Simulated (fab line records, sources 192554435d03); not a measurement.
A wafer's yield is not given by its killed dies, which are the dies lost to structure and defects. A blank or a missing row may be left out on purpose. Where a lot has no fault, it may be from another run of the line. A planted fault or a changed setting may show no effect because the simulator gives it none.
fab line records -- flow n5Finfet
record lots=5, wafers=15, lastDay=19
route steps=1938 shown PASSIVATION@1919 END@1938
lots that met no fault: taken from a fault-free run of the same line
startH: hours from the record's first day to the start of the lot's first wafer shown -- waitH: hours from the lot's prior step to this one -- " as in the row above -- L1.1+2: several wafers, shown together as one row -- - no value, or no start given -- * or withheld: withheld -- < > ~ a bound
route shown NAME@n: a module of which the file shows steps, and the number in the route of the first -- usual: mean/standard deviation taken from wafers without a fault -- same: alike in all rows -- chamber/n: place in a boat -- sites: each site's reading -- _std_site: the standard deviation of these -- _edge_site: outer sites' mean less inner sites' -- radiusMm: how far each site lies from the wafer's centre -- mask NAME#n: copy n -- behind: the last tool/chamber to shape the wafer -- hold: why the lot went on hold/how many hours it stayed there/how the hold came to an end -- device: the transistor (n, p or np) that didn't switch -- end of line: at the end of the route, the tests of the same wafers -- a step given without rows: its recipe and nothing more -- killed: dies that structure and defects cost at the first sort, which is not the same as the wafer's yield -- map: a wafer's dies, x killed, . not, _ none there
set.NAME: the setting as run; set.NAME@STEP: as run at that earlier step -- model.NAME: the simulator's own value behind a step, which no gauge read
lots at some steps of the route; a table a step, a row a wafer
services: the hour from which a tool's chamber was out of use, counted from the record's first day as startH (under 0 if before that day), plus the number of hours and why
## steps
# step N5_PASSIVATION_EBR_40
# recipe solvent=PGMEA, ebrWidthMm=1.5
lot.wafer,tool,chamber,startH,waitH
L080.2+5+6,lithoTrack-05,0,-,-
L083.4+5+6,lithoTrack-05,0,-,-
L086.2+3+6,lithoTrack-03,0,-,-
L092.1+4+5,lithoTrack-01,0,-,-
L096.1+2+6,lithoTrack-05,0,-,-
# step N5_PASSIVATION_SOFTBAKE_39
# recipe tempC=110, timeS=120
lot.wafer,tool,chamber,startH,waitH
L080.2+5+6,lithoTrack-05,0,-,-
L083.4+5+6,lithoTrack-05,0,-,-
L086.2+3+6,lithoTrack-03,0,-,-
L092.1+4+5,lithoTrack-01,0,-,-
L096.1+2+6,lithoTrack-05,0,-,-
# step N5_PASSIVATION_EXPOSE_41
# recipe maskId=PASS_OPEN, na=0.55, defocusNm=0, sourceShape=conventional, sigmaOuter=0.8, polarization=unpolarized, targetCdNm=40000, doseMj=57.25
# usual focusOffsetNm=-0.1/0.52, reticleTempC=22.99/0.1
# same na=0.55
lot.wafer,tool,chamber,startH,waitH,mask,focusOffsetNm,reticleTempC
L080.2,krfScanner-02,0,334.83,-,PASS_OPEN#0,0.1,23.02
L080.5,krfScanner-02,0,334.83,-,PASS_OPEN#0,0.3,23.19
L080.6,krfScanner-02,0,334.83,-,PASS_OPEN#0,-0.7,23.00
L083.4,krfScanner-01,0,359.48,-,PASS_OPEN#0,0.5,23.01
L083.5,krfScanner-01,0,359.48,-,PASS_OPEN#0,0.8,23.03
L083.6,krfScanner-01,0,359.48,-,PASS_OPEN#0,0.3,23.00
L086.2,krfScanner-01,0,378.27,-,PASS_OPEN#0,-0.3,22.78
L086.3,krfScanner-01,0,378.27,-,PASS_OPEN#0,0.4,22.75
L086.6,krfScanner-01,0,378.27,-,PASS_OPEN#0,0.3,22.83
L092.1,krfScanner-02,0,409.34,-,PASS_OPEN#0,0.2,23.20
L092.4,krfScanner-02,0,409.34,-,PASS_OPEN#0,0.2,23.04
L092.5,krfScanner-02,0,409.34,-,PASS_OPEN#0,0.3,22.94
L096.1,krfScanner-02,0,448.77,-,PASS_OPEN#0,0.1,23.04
L096.2,krfScanner-02,0,448.77,-,PASS_OPEN#0,0.0,23.02
L096.6,krfScanner-02,0,448.77,-,PASS_OPEN#0,-0.6,22.89
# step N5_PASSIVATION_PEB_42
# recipe pebTempC=withheld, pebTimeS=*
lot.wafer,tool,chamber,startH,waitH
L080.2+5+6,lithoTrack-05,0,334.89,0.0
L083.4+5+6,lithoTrack-03,0,359.52,0.0
L086.2+3+6,lithoTrack-05,0,378.33,0.0
L092.1+4+5,lithoTrack-05,0,409.40,0.1
L096.1+2+6,lithoTrack-01,0,448.83,0.1
# step N5_PASSIVATION_DEVELOP_43
# recipe developTimeS=60, rinseLiquid=diw, dry=airSpin, devTempC=21
lot.wafer,tool,chamber,startH,waitH
L080.2+5+6,lithoTrack-05,0,-,-
L083.4+5+6,lithoTrack-03,0,-,-
L086.2+3+6,lithoTrack-05,0,-,-
L092.1+4+5,lithoTrack-05,0,-,-
L096.1+2+6,lithoTrack-01,0,-,-
# step N5_PASSIVATION_HARDBAKE_45
# recipe tempC=130, timeS=120
lot.wafer,tool,chamber,startH,waitH
L080.2+5+6,lithoTrack-05,0,-,-
L083.4+5+6,lithoTrack-03,0,-,-
L086.2+3+6,lithoTrack-05,0,-,-
L092.1+4+5,lithoTrack-05,0,-,-
L096.1+2+6,lithoTrack-01,0,-,-
# step N5_PASSIVATION_CD_MEAS_44
# recipe targetCdNm=40000, landingEnergyEv=500, detector=seInlens
# usual cdNm=40000/4.7
lot.wafer,tool,chamber,startH,waitH,cdNm
L080.2,cdSem-02,0,335.01,-,39995
L080.5,cdSem-02,0,335.01,-,39997
L080.6,cdSem-02,0,335.01,-,39999
L083.4,cdSem-03,0,359.64,-,40005
L083.5,cdSem-03,0,359.64,-,40006
L083.6,cdSem-03,0,359.64,-,40002
L086.2,cdSem-03,0,378.45,-,40006
L086.3,cdSem-03,0,378.45,-,40004
L086.6,cdSem-03,0,378.45,-,40004
L092.1,cdSem-02,0,409.52,-,40006
L092.4,cdSem-02,0,409.52,-,40006
L092.5,cdSem-02,0,409.52,-,40009
L096.1,cdSem-03,0,448.95,-,39987
L096.2,cdSem-03,0,448.95,-,39993
L096.6,cdSem-03,0,448.95,-,39997
# step N5_PASSIVATION_OVL_MEAS_66
# recipe pointsPerWafer=44
# usual PASS_OPEN_OVL=1/4.7
lot.wafer,tool,chamber,startH,waitH,PASS_OPEN_OVL[nm]
L080.2,overlay-01,0,335.04,0.0,-4
L080.5,overlay-01,0,335.04,0.0,0
L080.6,overlay-01,0,335.04,0.0,-4
L083.4,overlay-02,0,359.67,0.0,9
L083.5,overlay-02,0,359.67,0.0,0
L083.6,overlay-02,0,359.67,0.0,3
L086.2,overlay-02,0,378.48,0.0,3
L086.3,overlay-02,0,378.48,0.0,1
L086.6,overlay-02,0,378.48,0.0,4
L092.1,overlay-01,0,409.55,0.0,4
L092.4,overlay-01,0,409.55,0.0,11
L092.5,overlay-01,0,409.55,0.0,9
L096.1,overlay-01,0,448.98,0.0,-3
L096.2,overlay-01,0,448.98,0.0,-2
L096.6,overlay-01,0,448.98,0.0,-5
# step N5_PASSIVATION_INSPECT_67
# recipe mode=adi, inspectInstrument=macro
# usual rawDefectCount=1.9/1.3
lot.wafer,tool,chamber,startH,waitH,rawDefectCount
L080.2,defectInspect-02,-,335.06,0.0,0
L080.5,defectInspect-02,-,335.06,0.0,4
L080.6,defectInspect-02,-,335.06,0.0,3
L083.4,defectInspect-01,-,359.69,0.0,2
L083.5,defectInspect-01,-,359.69,0.0,1
L083.6,defectInspect-01,-,359.69,0.0,2
L086.2,defectInspect-02,-,378.50,0.0,2
L086.3,defectInspect-02,-,378.50,0.0,1
L086.6,defectInspect-02,-,378.50,0.0,2
L092.1,defectInspect-02,-,409.58,0.0,2
L092.4,defectInspect-02,-,409.58,0.0,0
L092.5,defectInspect-02,-,409.58,0.0,1
L096.1,defectInspect-02,-,449.00,0.0,1
L096.2,defectInspect-02,-,449.00,0.0,6
L096.6,defectInspect-02,-,449.00,0.0,1
# step N5_PASSIVATION_DESCUM_46
# recipe chemistry=O2, timeS=7.9, sourcePowerW=50, biasPowerW=20, pressureMtorr=20, rfFrequencyHz=2.712e+07, tempC=40, o2FlowSccm=225
# usual chamberPressureMTorr=20.000/0.018, drypumpMotorCurrentA=5.6/0.5, oesProductAu=0.80/0.067, rfVppV=243.1/1.4, showerheadPlenumPTorr=2.09/0.077, throttleValvePct=20.39/0.24
lot.wafer,tool,chamber,startH,waitH,chamberPressureMTorr,drypumpMotorCurrentA,oesProductAu,rfHoursCounterH,rfVppV,showerheadPlenumPTorr,throttleValvePct
L080.2,rieDiel-03,2,335.09,0.0,20.007,5.6,0.78,130,242.9,2.02,20.69
L080.5,rieDiel-03,3,335.09,0.0,19.979,5.7,0.75,-,242.5,2.00,20.31
L080.6,rieDiel-03,2,335.09,0.0,19.994,5.6,0.78,-,241.1,2.02,20.69
L083.4,rieDiel-03,0,359.72,0.0,20.013,5.2,0.74,164,244.3,2.16,20.51
L083.5,rieDiel-03,2,359.72,0.0,19.987,5.6,0.77,-,241.7,2.02,20.70
L083.6,rieDiel-03,3,359.72,0.0,19.979,5.7,0.75,-,241.2,2.00,20.34
L086.2,rieDiel-04,3,378.54,0.0,20.019,5.8,0.93,8,241.4,2.06,19.99
L086.3,rieDiel-04,2,378.54,0.0,19.980,6.8,0.90,22,244.2,2.03,20.44
L086.6,rieDiel-04,0,378.54,0.0,19.996,4.9,0.75,-,242.6,2.01,20.61
L092.1,rieDiel-04,0,409.79,0.2,19.971,4.9,0.75,180,240.7,2.01,20.62
L092.4,rieDiel-04,2,409.79,0.2,19.977,6.8,0.88,35,241.8,2.03,20.46
L092.5,rieDiel-04,0,409.79,0.2,20.012,4.9,0.74,-,241.4,2.01,20.62
L096.1,rieDiel-04,1,449.43,0.4,20.013,5.7,0.89,17,245.3,2.23,19.76
L096.2,rieDiel-04,0,449.43,0.4,20.022,5.0,0.73,193,241.7,2.00,20.63
L096.6,rieDiel-04,0,449.43,0.4,19.988,5.0,0.73,-,243.1,2.00,20.66
# step N5_PASSIVATION_PASS_ETCH_47
# recipe chemistry=CF4/O2, target=SiNx, targetDepthA=7700, timeS=385, ionEnergyEv=100, pressureMtorr=40, sourceW=535, biasW=49, Ar_flow_sccm=100, cf4FlowSccm=100, O2_flow_sccm=10
# usual biasW=49.02/0.15, chamberPressureMTorr=40.00/0.04, drypumpMotorCurrentA=5.6/0.51, oes_f_703_au=0.81/0.07, oesProductAu=0.80/0.066, rfVppV=241/3.9, showerheadPlenumPTorr=2.21/0.083, throttleValvePct=15.86/0.2
lot.wafer,tool,chamber,startH,waitH,biasW,chamberPressureMTorr,drypumpMotorCurrentA,oes_f_703_au,oesProductAu,rfHoursCounterH,rfVppV,showerheadPlenumPTorr,throttleValvePct
L080.2,rieDiel-03,2,335.13,0.0,49.00,39.95,5.6,0.76,0.78,130,248,2.12,16.02
L080.5,rieDiel-03,3,335.13,0.0,49.06,40.06,5.7,0.76,0.75,-,238,2.11,15.75
L080.6,rieDiel-03,2,335.13,0.0,48.89,40.05,5.6,0.76,0.78,-,247,2.12,16.03
L083.4,rieDiel-03,0,359.76,0.0,49.05,40.00,5.1,0.74,0.74,164,240,2.29,16.04
L083.5,rieDiel-03,2,359.76,0.0,48.96,40.05,5.6,0.76,0.76,-,246,2.11,16.05
L083.6,rieDiel-03,3,359.76,0.0,49.06,40.00,5.7,0.76,0.76,-,238,2.11,15.77
L086.2,rieDiel-04,3,378.57,0.0,48.88,40.00,5.8,0.94,0.93,8,236,2.18,15.48
L086.3,rieDiel-04,2,378.57,0.0,48.89,40.05,6.8,0.90,0.90,22,240,2.16,15.92
L086.6,rieDiel-04,0,378.57,0.0,48.95,40.04,4.9,0.76,0.75,-,235,2.11,15.98
L092.1,rieDiel-04,0,409.83,0.0,49.25,40.07,4.9,0.75,0.74,180,234,2.11,16.03
L092.4,rieDiel-04,2,409.83,0.0,48.79,39.96,6.8,0.87,0.89,35,240,2.16,15.93
L092.5,rieDiel-04,0,409.83,0.0,48.92,40.05,4.9,0.75,0.74,-,234,2.11,16.01
L096.1,rieDiel-04,1,449.47,0.0,49.33,39.99,5.7,0.93,0.90,17,241,2.34,15.30
L096.2,rieDiel-04,0,449.47,0.0,49.39,39.95,5.0,0.74,0.73,193,234,2.10,16.05
L096.6,rieDiel-04,0,449.47,0.0,49.27,40.04,4.9,0.74,0.73,-,233,2.10,16.05
# step N5_PASSIVATION_ETCH_54
# recipe chemistry=CHF3/O2, target=SiO2, targetDepthA=8800, CHF3_flow_sccm=50, O2_flow_sccm=5, Ar_flow_sccm=200, timeS=440, maskMaterial=PR, pressureMtorr=30, sourceW=650, biasW=170, ionEnergyEv=200
# usual biasW=170.0/0.5, chamberPressureMTorr=30.002/0.027, drypumpMotorCurrentA=5.6/0.5, oes_f_703_au=0.81/0.071, oesProductAu=0.80/0.066, rfVppV=524/8.1, showerheadPlenumPTorr=2.42/0.088, throttleValvePct=18.81/0.23
lot.wafer,tool,chamber,startH,waitH,biasW,chamberPressureMTorr,drypumpMotorCurrentA,oes_f_703_au,oesProductAu,rfHoursCounterH,rfVppV,showerheadPlenumPTorr,throttleValvePct
L080.2,rieDiel-03,2,335.36,0.1,170.4,30.011,5.6,0.75,0.78,131,539,2.32,18.97
L080.5,rieDiel-03,3,335.36,0.1,170.5,30.032,5.7,0.76,0.75,-,517,2.32,18.72
L080.6,rieDiel-03,2,335.36,0.1,170.7,29.992,5.6,0.75,0.78,-,536,2.32,18.97
L083.4,rieDiel-03,0,359.99,0.1,170.6,30.019,5.2,0.74,0.74,164,525,2.50,18.96
L083.5,rieDiel-03,2,359.99,0.1,169.9,29.969,5.6,0.74,0.77,-,536,2.31,18.98
L083.6,rieDiel-03,3,359.99,0.1,171.5,30.004,5.7,0.76,0.76,-,515,2.32,18.72
L086.2,rieDiel-04,3,378.80,0.1,170.3,30.016,5.8,0.94,0.92,8,513,2.39,18.48
L086.3,rieDiel-04,2,378.80,0.1,169.6,29.994,6.8,0.89,0.91,22,523,2.37,18.95
L086.6,rieDiel-04,0,378.80,0.1,170.2,29.992,4.9,0.76,0.75,-,511,2.33,19.01
L092.1,rieDiel-04,0,410.06,0.1,170.6,30.017,5.0,0.75,0.74,181,514,2.32,19.05
L092.4,rieDiel-04,2,410.06,0.1,169.4,29.997,6.8,0.88,0.88,35,521,2.36,18.97
L092.5,rieDiel-04,0,410.06,0.1,170.3,29.979,5.0,0.75,0.74,-,513,2.32,19.06
L096.1,rieDiel-04,1,449.70,0.1,169.6,29.999,5.7,0.92,0.90,17,526,2.55,18.16
L096.2,rieDiel-04,0,449.70,0.1,169.2,30.024,4.9,0.74,0.73,194,511,2.32,19.08
L096.6,rieDiel-04,0,449.70,0.1,170.3,30.050,4.9,0.73,0.73,-,512,2.32,19.09
# step N5_PASSIVATION_STRIP_48
# recipe chemistry=O2, powerW=600, tempC=60, pressureMtorr=30, rfFrequencyHz=6e+07, biasPowerW=0, overashFraction=0.5, o2FlowSccm=225
# usual chamberPressureMTorr=30.00/0.18, drypumpMotorCurrentA=5.6/0.51, oesProductAu=0.80/0.071, rfVppV=3.6/2.8, showerheadPlenumPTorr=2.10/0.077, throttleValvePct=16.64/0.23
lot.wafer,tool,chamber,startH,waitH,chamberPressureMTorr,drypumpMotorCurrentA,oesProductAu,rfHoursCounterH,rfVppV,showerheadPlenumPTorr,throttleValvePct
L080.2,rieDiel-03,2,335.65,0.1,30.04,5.5,0.79,131,5.1,2.03,16.96
L080.5,rieDiel-03,3,335.65,0.1,29.87,5.7,0.78,-,6.0,2.00,16.60
L080.6,rieDiel-03,2,335.65,0.1,29.75,5.6,0.80,-,0,2.03,16.90
L083.4,rieDiel-03,0,360.28,0.1,30.02,5.1,0.75,164,0.9,2.16,16.76
L083.5,rieDiel-03,2,360.28,0.1,30.11,5.6,0.78,-,1.8,2.02,17.00
L083.6,rieDiel-03,3,360.28,0.1,29.99,5.7,0.75,-,6.7,2.00,16.54
L086.2,rieDiel-04,3,379.09,0.1,29.81,5.7,0.89,8,1.4,2.06,16.26
L086.3,rieDiel-04,2,379.09,0.1,29.89,6.8,0.87,23,3.0,2.04,16.61
L086.6,rieDiel-04,0,379.09,0.1,30.04,5.0,0.76,-,3.9,2.02,16.84
L092.1,rieDiel-04,0,410.34,0.1,30.03,4.9,0.74,181,0.8,2.01,16.92
L092.4,rieDiel-04,2,410.34,0.1,30.04,6.8,0.90,35,5.4,2.03,16.70
L092.5,rieDiel-04,0,410.34,0.1,29.86,4.9,0.72,-,5.4,2.01,16.89
L096.1,rieDiel-04,1,449.99,0.1,30.09,5.7,0.90,17,1.6,2.23,16.03
L096.2,rieDiel-04,0,449.99,0.1,29.90,4.9,0.71,194,1.3,2.01,16.99
L096.6,rieDiel-04,0,449.99,0.1,30.13,4.9,0.72,-,8.3,2.01,16.98
# step N5_PASSIVATION_STRIP_52
# recipe chemistry=postEtchResidueRemover, timeS=1200, tempC=72.5
lot.wafer,tool,chamber,startH,waitH
L080.2+5+6,wetBench-01,"5,3,4",335.71,-
L083.4+5+6,wetBench-01,"5,4,2",360.34,-
L086.2+3+6,wetBench-01,"4,6,7",379.15,-
L092.1+4+5,wetBench-01,"5,3,2",410.41,-
L096.1+2+6,wetBench-02,"3,7,2",450.05,-
# step N5_PASSIVATION_CLEAN_71
# recipe chemistry=IPA, timeS=180, tempC=25
lot.wafer,tool,chamber,startH,waitH
L080.2+5+6,wetBench-01,"5,3,4",336.05,0.0
L083.4+5+6,wetBench-01,"5,4,2",360.68,0.0
L086.2+3+6,wetBench-01,"4,6,7",379.49,0.0
L092.1+4+5,wetBench-01,"5,3,2",410.75,0.0
L096.1+2+6,wetBench-02,"3,7,2",450.42,0.0
# step N5_PASSIVATION_SRD_72
# recipe dry=ipaMarangoni, timeS=30, tempC=23, rinseLiquid=diw
lot.wafer,tool,chamber,startH,waitH
L080.2+5+6,wetBench-01,"5,3,4",336.10,0.0
L083.4+5+6,wetBench-01,"5,4,2",360.73,0.0
L086.2+3+6,wetBench-01,"4,6,7",379.54,0.0
L092.1+4+5,wetBench-01,"5,3,2",410.80,0.0
L096.1+2+6,wetBench-02,"3,7,2",450.47,0.0
# step N5_PASSIVATION_ANNEAL_56
# recipe tempC=400, timeS=1800, ambient=FGA, idleTempC=300, rampUpCPerMin=5, rampDownCPerMin=3
lot.wafer,tool,chamber,startH,waitH
L080.2+5+6,furnace-03,0,336.14,0.0
L083.4+5+6,furnace-02,0,360.77,0.0
L086.2+3+6,furnace-03,0,379.58,0.0
L092.1+4+5,furnace-03,0,410.84,0.0
L096.1+2+6,furnace-03,0,450.52,0.0
# step N5_PASSIVATION_PROBE_49
# usual defectLimitedYield=91.2/1.4, killed_at_M0_to_M3=34/9.4, killed_at_M4_up=14/5.6, killedAtContacts=13/7.8, killedAtFrontEnd=37/10, killedAtOther=4/3.3, killedDies=103/17, killedOpen=68/13, killedShort=33/8.2, sort_bin_4_leakage=0.00/0.0071, sort_bin_5_function=5.1/0.92, sort_bin_6_memory=3.3/0.71, sortNPass=1077/17, sortYieldPct=91.2/1.4
# same grossDies=1180, killedAtBackSide=0, sort_bin_8_speed[%]=0
lot.wafer,tool,chamber,startH,waitH,defectLimitedYield[%],killed_at_M0_to_M3,killed_at_M4_up,killedAtContacts,killedAtFrontEnd,killedAtOther,killedDies,killedOpen,killedShort,sort_bin_4_leakage[%],sort_bin_5_function[%],sort_bin_6_memory[%],sortNPass,sortYieldPct[%]
L092.1,prober-02,-,412.84,0.0,91.7,40,9,11,34,4,98,55,35,0,3.9,3.6,1082,91.7
# killed by level:class
L092.1 BEOL_M0_SAQP:geometricParticle:short=13 BEOL_M0_SAQP:geometricParticle:open=12 MOL_CONTACT_COAG:geometricParticle:open=10 HKMG_FIN:areaEtch=8 BEOL_M4:geometricParticle:open=6 STI_FIN_REVEAL:geometricParticle:open=5 FIN_SAQP:geometricParticle:open=4 ILD0:geometricParticle:open=3
# step N5_PASSIVATION_INSPECT_57
# recipe inspectInstrument=macro, mode=outgoing
# usual rawDefectCount=1.9/1.3
lot.wafer,tool,chamber,startH,waitH,rawDefectCount
L080.2,defectInspect-02,-,338.49,0.0,2
L080.5,defectInspect-02,-,338.49,0.0,5
L080.6,defectInspect-02,-,338.49,0.0,2
L083.4,defectInspect-01,-,363.14,0.0,0
L083.5,defectInspect-01,-,363.14,0.0,3
L083.6,defectInspect-01,-,363.14,0.0,2
L086.2,defectInspect-02,-,381.96,0.0,2
L086.3,defectInspect-02,-,381.96,0.0,1
L086.6,defectInspect-02,-,381.96,0.0,1
L092.1,defectInspect-01,-,413.19,0.0,3
L092.4,defectInspect-01,-,413.19,0.0,1
L092.5,defectInspect-01,-,413.19,0.0,1
L096.1,defectInspect-02,-,452.87,0.0,3
L096.2,defectInspect-02,-,452.87,0.0,2
L096.6,defectInspect-02,-,452.87,0.0,3
## services
tool,chamber,startH,hours,kind
rieDiel-03,0,314.36,19.1,repair
rieDiel-03,1,319.35,9.5,repair
wetBench-02,-,320.15,1.2,repair
krfScanner-01,-,329.36,1.0,pm
rieDiel-03,3,338.59,11.0,repair
rieDiel-04,3,341.90,-,clean
rieDiel-04,3,341.90,-,consumableReplace:focusRing
rieDiel-04,3,341.90,15.6,scheduledDown
rieDiel-04,3,341.90,15.6,ventCycle
rieDiel-04,2,358.26,6.6,repair
krfScanner-01,-,361.32,0.4,repair
furnace-03,-,368.67,1.5,repair
krfScanner-02,-,377.11,1.3,pm
krfScanner-02,-,378.41,0.8,pm
rieDiel-03,2,380.00,12.7,repair
krfScanner-02,-,381.70,5.3,repair
rieDiel-04,1,384.22,-,clean
rieDiel-04,1,384.22,-,consumableReplace:focusRing
rieDiel-03,2,394.52,8.1,repair
krfScanner-01,-,408.46,0.8,pm
krfScanner-01,-,421.09,1.3,pm
krfScanner-01,-,441.46,0.5,repair
krfScanner-02,-,441.96,1.0,pm
krfScanner-01,-,443.18,4.0,pm
## key
fault none
